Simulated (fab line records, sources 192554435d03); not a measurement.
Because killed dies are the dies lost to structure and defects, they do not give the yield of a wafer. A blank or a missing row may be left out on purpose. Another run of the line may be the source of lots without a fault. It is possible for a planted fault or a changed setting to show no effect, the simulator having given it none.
Which tool is to blame? -- flow n5-finfet -- 6 lots, 16 wafers sampled, at 4 steps of a route of 1938

## WHAT THE GAUGES SHOWED, per wafer
N5_BEOL_M7_THK_MEAS_01.
lot,measured,on,M7_ILD_THK (nm)
L621,day 8 15:01,film-metro-02,154.3 156.4 158.5
L629,day 10 11:49,film-metro-02,196.6 154.0
L637,day 12 10:25,film-metro-01,152.1 154.8 155.3
L639,day 13 01:18,film-metro-02,152.7 157.2 153.5
L641,day 13 12:04,film-metro-01,152.7 154.6
L643,day 14 15:39,film-metro-01,151.9 153.6 156.3

## EACH LOT AND THE TOOL THAT RAN IT (in order: tool; ch and the chambers of the sampled wafers; start)
lot,N5_BEOL_M6_CURE_75,N5_BEOL_M7_ILD_DEP_00,N5_BEOL_M7_CURE_74
L621,"uv-cure-02 ch 0, day 8 11:37","pecvd-04 ch 0,1,2, day 8 14:26","uv-cure-03 ch 2, day 8 14:40"
L629,"uv-cure-03 ch 2, day 10 08:42","pecvd-04 ch 0,1, day 10 11:16","uv-cure-03 ch 2, day 10 11:32"
L637,"uv-cure-02 ch 2, day 12 06:44","pecvd-02 ch 0,1,2, day 12 09:41","uv-cure-03 ch 0, day 12 09:55"
L639,"uv-cure-03 ch 0, day 12 21:16","pecvd-04 ch 1,2, day 13 00:44","uv-cure-03 ch 2, day 13 00:47"
L641,"uv-cure-01 ch 2, day 13 08:50","pecvd-02 ch 0,2, day 13 11:28","uv-cure-02 ch 1, day 13 11:38"
L643,"uv-cure-03 ch 2, day 14 12:23","pecvd-03 ch 0,1, day 14 15:04","uv-cure-02 ch 1, day 14 15:13"
- N5_BEOL_M6_CURE_75: cures SiCOH lowk, time 120 s.
- N5_BEOL_M7_ILD_DEP_00: deposits SiCOH lowk from DEMS/porogen, target thk 179.75 nm, time 33.4 s.
- N5_BEOL_M7_CURE_74: cures SiCOH lowk, time 240 s.

## THE ANSWER, worked out from the rows above alone
Rule: the usual values come from the lots themselves. Put in order of their means at a reading, lots are off if they are a third of the lots or fewer, leave a main group of 4 or more, and stand apart from it by a gap of 3 or more times the standard deviation of the main group's means; of several such gaps the widest counts. Not used: any main group whose means are identical at the precision the tables above print for the reading. Also off: a lot with no number at a reading for which 4 or more lots have one. The other lots that the step has rows for count as sound.
Off: L629, at N5_BEOL_M7_THK_MEAS_01 (M7_ILD_THK). For the main group the mean is 154.5 nm and the standard deviation 0.98.
A tool fits if, at a process step before that reading, it ran every lot that is off, and no sound lot after the first of them. The gauges at N5_BEOL_M7_THK_MEAS_01 are tried like those tools. Not one of the candidates tried fits.

## WHAT HAD BEEN PUT IN BY THE SIMULATOR
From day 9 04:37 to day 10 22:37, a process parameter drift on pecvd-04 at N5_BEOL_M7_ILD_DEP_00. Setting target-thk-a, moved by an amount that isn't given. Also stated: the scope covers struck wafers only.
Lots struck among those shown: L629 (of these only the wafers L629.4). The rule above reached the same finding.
